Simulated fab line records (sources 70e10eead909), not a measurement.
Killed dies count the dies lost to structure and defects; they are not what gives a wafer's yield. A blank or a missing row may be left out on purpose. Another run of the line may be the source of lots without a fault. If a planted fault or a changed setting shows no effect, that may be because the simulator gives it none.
Struck lot and sound lot, side by side :: flow nand_harc :: 14 out of 1302 route steps
Sound: the wafers L546.3, L546.4, L546.6. Struck: wafer L552.5. (L552.3, L552.6 of the same lot were not struck and are left out.) The cause comes at the end.
For every step that has rows: the tool of each side, followed by ch and its chambers, followed by its first start. Under that, the readings that differ: sound wafers :: struck wafers :: difference of the means :: sigmas: that difference in standard deviations of wafers without a fault.
alike: words and numbers the same on both sides, and readings whose means are apart by under 2 such deviations; not compared: readings that were withheld, readings missing a value for some wafer, numbers with overlapping values and no deviation given by the record, and bounds like >300 which may hide the same value.
A row with sigmas, a row that says differs or no value, or rows on one side alone: a step with any of these is where the two part. Non-overlapping numbers with no deviation appear without sigmas and do not part them. A reading that every wafer of one side lacks parts them only if that side has two wafers or more.

NHARC_A_SOURCE_PLATE_THK_MEAS_09: measures by ellipsometry.
  sound on film_metro-02 at day 7 15:44; struck on film_metro-01 at day 10 11:00
  alike: thk_nm
then, 3 steps without rows for these wafers: NHARC_A_SOURCE_PLATE_PVD_04 (deposits WSi2, target thk 50 nm); NHARC_A_SOURCE_PLATE_CVD_03 (deposits poly-Si, target thk 200 nm, time 4000 s); NHARC_A_SOURCE_PLATE_ANNEAL_05 (time 1800 s).
NHARC_A_SOURCE_PLATE_THK_MEAS_06: measures by ellipsometry.
  sound on film_metro-01 at day 8 04:17; struck on film_metro-02 at day 11 01:56
  alike: thk_nm
NHARC_A_SOURCE_PLATE_INSPECT_08:
  sound on defect_inspect-01 at day 8 04:21; struck on defect_inspect-02 at day 11 02:01
  alike: raw_defect_count
then, 1 step without rows for these wafers: NHARC_A_ONON_D1_DEP_00 (target thk 1000 nm).
NHARC_A_ONON_D1_THK_MEAS_02: measures by ellipsometry.
  sound on film_metro-02 at day 8 04:56; struck on film_metro-02 at day 11 02:37
  alike: thk_nm
then, 1 step without rows for these wafers: NHARC_A_ONON_D1_DEP_03 (target thk 1000 nm).
NHARC_A_ONON_D1_THK_MEAS_05: measures by ellipsometry.
  sound on film_metro-02 at day 8 05:30; struck on film_metro-02 at day 11 03:10
  alike: thk_nm
NHARC_A_ONON_D1_DEP_06: target thk 1000 nm.
  sound on pecvd_onon-01 ch 0, day 8 05:40; struck on pecvd_onon-02 ch 0, day 11 03:20
NHARC_A_ONON_D1_THK_MEAS_08: measures by ellipsometry.
  sound on film_metro-01 at day 8 06:04; struck on film_metro-01 at day 11 03:44
reading: thk_nm (nm)
sound: 991 992 990
struck: 877
difference: -114
sigmas: -10
then, 1 step without rows for these wafers: NHARC_A_ONON_D1_DEP_09 (target thk 1000 nm).
-- record jumps: 17 days between struck wafers' starts before vs after; left off in module A_ONON_D1, resumes in module END, first step shown is number 1302 of the route --
NHARC_END_SORT_01:
  here the record holds rows for the struck wafers (prober-02 ch 0, day 28 06:49) but none for the sound ones

== WHERE THEY PART ==
At NHARC_A_ONON_D1_THK_MEAS_08 first; at NHARC_END_SORT_01 last (within this record only).

WHY: what the simulator had put in
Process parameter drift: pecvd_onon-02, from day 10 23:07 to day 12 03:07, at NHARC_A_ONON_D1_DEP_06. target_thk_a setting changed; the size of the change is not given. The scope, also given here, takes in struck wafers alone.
